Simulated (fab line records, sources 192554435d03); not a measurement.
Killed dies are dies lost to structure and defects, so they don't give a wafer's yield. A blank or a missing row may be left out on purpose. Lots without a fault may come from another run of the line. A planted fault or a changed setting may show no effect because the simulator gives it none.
Split-lot experiment | flow n5_finfet | 7 lots, 21 wafers read, on a route of 1938 steps

THE SPLIT
At N5_PASSIVATION_VIA_ETCH_13 (etches SiO2 in CHF3/O2, target depth 660 nm, time 330 s), the setting source_w was moved away from the recipe's 650 W on 7 of the 21 wafers read, by -16.8% to +17.0%. The other wafers ran this setting at the recipe's value.

The reading is taken at the split's own step.

THE READING
rf_vpp_V, in V, at N5_PASSIVATION_VIA_ETCH_13 (etches SiO2 in CHF3/O2, target depth 660 nm, time 330 s). Fault-free wafers of this fab line usually give 526 V, standard deviation 5 V.

wafer  | tool, chamber at the split | source_w as run, W | against the recipe | rf_vpp_V, V | against lot-mates on the recipe
L075.2 | rie_diel-04, 3             | 650                | recipe             | 520         | -
L075.3 | rie_diel-04, 1             | 759                | +16.8%             | 489         | -31
L075.4 | rie_diel-04, 3             | 759                | +16.8%             | 480         | -40
L078.1 | rie_diel-01, 1             | 650                | recipe             | 530         | -
L078.3 | rie_diel-01, 2             | 650                | recipe             | 523         | -
L078.6 | rie_diel-01, 3             | 650                | recipe             | 531         | -
L077.1 | rie_diel-04, 0             | 541                | -16.8%             | 586         | +51
L077.3 | rie_diel-04, 1             | 541                | -16.8%             | 579         | +44
L077.4 | rie_diel-04, 0             | 650                | recipe             | 535         | -
L087.1 | rie_diel-04, 3             | 650                | recipe             | 518         | -
L087.5 | rie_diel-04, 2             | 650                | recipe             | 522         | -
L087.6 | rie_diel-04, 1             | 650                | recipe             | 528         | -
L084.2 | rie_diel-04, 3             | 650                | recipe             | 518         | -
L084.4 | rie_diel-04, 2             | 650                | recipe             | 522         | -
L084.6 | rie_diel-04, 0             | 650                | recipe             | 536         | -
L088.2 | rie_diel-01, 3             | 722.9              | +11.2%             | 505         | -26
L088.3 | rie_diel-01, 1             | 650                | recipe             | 530         | -
L088.6 | rie_diel-01, 3             | 650                | recipe             | 531         | -
L091.1 | rie_diel-03, 3             | 760.5              | +17.0%             | 486         | -38
L091.4 | rie_diel-03, 0             | 760.5              | +17.0%             | 484         | -40
L091.6 | rie_diel-03, 0             | 650                | recipe             | 524         | -

THE FIT
A straight line over all 21 wafers: rf_vpp_V changes by -2.75 V for each +1% of source_w; r = -0.97; the points scatter about the line by 6.6 V.
The same after taking each lot's own level away (the mean of its wafers on the recipe; 21 wafers): -2.44 V for each +1%; r = -0.98; scatter 4.9 V.
On that fit, the largest move of source_w shifts the reading by 41 V.
The lots' own levels span 520.0 to 535.0 V, that is 3.0 times the standard deviation above.
So the lot-to-lot level changes the slope: the two fits differ.
Check: with one of the wafers moved furthest among these (+17.0%) left out of the fit, the line predicts -40.4 V for it against its lot-mates. It came out at -38 V against them.
Tool readings at the split's step, against how far the setting was moved: etch_rf_on_time_s r = -0.91; rf_vpp_V r = -0.97.

OTHER SPLITS ON THESE WAFERS
These wafers also went through other splits before the reading. Each is held against what the fit with the lots' levels taken away leaves over:
other split on the same wafers             | wafers away from the commonest value | r with rf_vpp_V (lot level and that fit taken away)
N5_BEOL_M13_COAT_58 spin_rpm               | 9                                    | -0.04
N5_BEOL_M13_COAT_04 spin_rpm               | 5                                    | -0.01
N5_BEOL_M15_PEB_26 peb_temp_c              | 5                                    | -0.03
N5_BEOL_M15_DEVELOP_27 develop_time_s      | 7                                    | +0.23
N5_MIM_BOT_LITHO_EXPOSE_05 dose_mj         | 10                                   | -0.13
N5_MIM_BOT_LITHO_DEVELOP_07 develop_time_s | 3                                    | -0.20
N5_PASSIVATION_EXPOSE_07 dose_mj           | 7                                    | -0.10

THE WHOLE CHAIN: every reading that the file lists as answering this split, in the file's order
step                       | what it does                                            | reading           | change (the file's fit)              | r (the file's)
N5_PASSIVATION_VIA_ETCH_13 | etches SiO2 in CHF3/O2, target depth 660 nm, time 330 s | etch_rf_on_time_s | withheld for each +1% of the setting | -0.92
N5_PASSIVATION_VIA_ETCH_13 | etches SiO2 in CHF3/O2, target depth 660 nm, time 330 s | rf_vpp_V          | -2.38 V for each +1% of the setting  | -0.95

THE FILE'S OWN FIT
rf_vpp_V changes by -2.38 V for each +1% of source_w, r = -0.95.
